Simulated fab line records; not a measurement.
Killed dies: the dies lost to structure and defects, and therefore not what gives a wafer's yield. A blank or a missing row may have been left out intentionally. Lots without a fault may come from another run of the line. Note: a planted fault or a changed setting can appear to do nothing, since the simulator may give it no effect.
Struck lot and sound lot, side by side :: flow n5_finfet :: 12 steps out of a route of 1938
Sound: these wafers, L926.1, L926.2, L926.6. Wafers L939.4, L939.5, L939.6 were the ones struck. The cause is given at the end.
For every step that has rows: the tool of each side, followed by ch and its chambers, followed by its first start. Under that, the readings that differ: sound wafers :: struck wafers :: difference of the means :: sigmas: that difference in standard deviations of wafers without a fault.
alike: a reading whose means differ by less than 2 such deviations, as well as words and numbers matching on both sides. not compared: withheld readings; readings where some wafer has no value; bounds like >300 that might hide an equal value; numbers whose values overlap and for which the record gives no deviation.
Wherever a step has rows on one side only, a row that says differs or no value, or a row with sigmas, the two part there. Numbers that have no deviation but don't overlap get no sigmas and don't part them. A reading missing from all wafers of one side parts the sides only when that side holds two or more wafers.

first, 3 steps without rows for these wafers: N5_SD_EPI_P_PRECLEAN_32 (cleans in dHF, time 10 s); N5_SD_EPI_P_PRECLEAN_33 (cleans in SC2, time 45 s); N5_SD_EPI_P_SRD_25 (time 30 s).
N5_SD_EPI_P_INSPECT_26: inspects for defects (darkfield).
  struck on defect_inspect-01, day 6 19:51; sound on defect_inspect-02, day 3 10:49
  alike: raw_defect_count
N5_SD_ACTIVATION_RTA_00: time 0 s.
  sound on rtp_anneal-01 ch 0, day 3 10:50; struck on rtp_anneal-02 ch 0, day 6 19:58
  alike: lamp_power_pct, wafer_temp_C_max
N5_SD_ACTIVATION_LSA_01: time 0.0008 s.
  sound on laser_anneal-01 ch 0, day 3 11:02; struck on laser_anneal-02 ch 0, day 6 20:10
  alike: wafer_temp_C_max
N5_SD_ACTIVATION_INSPECT_02: inspects for defects (darkfield).
  struck on defect_inspect-02, day 6 20:36; sound on defect_inspect-01, day 3 11:34
  alike: raw_defect_count
N5_ILD0_LINER_00: material SiNx, target thk 4 nm, pulse time 1 s, purge time 2 s.
  sound on ald_sin-04 ch 0,3, day 3 11:37; struck on ald_sin-02 ch 1,2, day 6 20:38
  alike: chamber_pressure_Torr, heater_power_outer_w, heater_power_w, precursor_pulse_height_rel
then, 2 steps without rows for these wafers: N5_ILD0_FCVD_FILL_01 (material SiO2 flowable, target thk 200 nm, time 328.3 s); N5_ILD0_CURE_02 (time 1800 s).
N5_ILD0_CMP_03: polishes, stops on SiNx, t overpolish 1.9 s, target thk 197.38 nm.
  sound on cmp-02 ch 2,3, day 3 13:58; struck on cmp-02 ch 0,3, day 6 23:08
  no value came back on the struck wafers for any of 6 readings (edge_zone_pressure_frac, head_pressure_psi (psi) and others); on the sound wafers edge_zone_pressure_frac reads 0.995 1.000 1.001
reading: model.SiNx_of_DUMMY_GATE_HM_DEP_06.thk_nm (nm)
sound: 77 78 77.2
struck: 80 80 79.8
difference: +3
sigmas: 
  not compared: model.SiO2_flowable_of_ILD0_FCVD_FILL_01.thk_nm
N5_BEOL_M4_RC_MEAS_101:
  the record has rows for the sound wafers here (prober-02 ch 0, day 7 18:15) and none for the struck ones

## WHERE THEY PART
At N5_ILD0_CMP_03 first; at N5_BEOL_M4_RC_MEAS_101 last (within this record only).

WHY: the cause the simulator had injected
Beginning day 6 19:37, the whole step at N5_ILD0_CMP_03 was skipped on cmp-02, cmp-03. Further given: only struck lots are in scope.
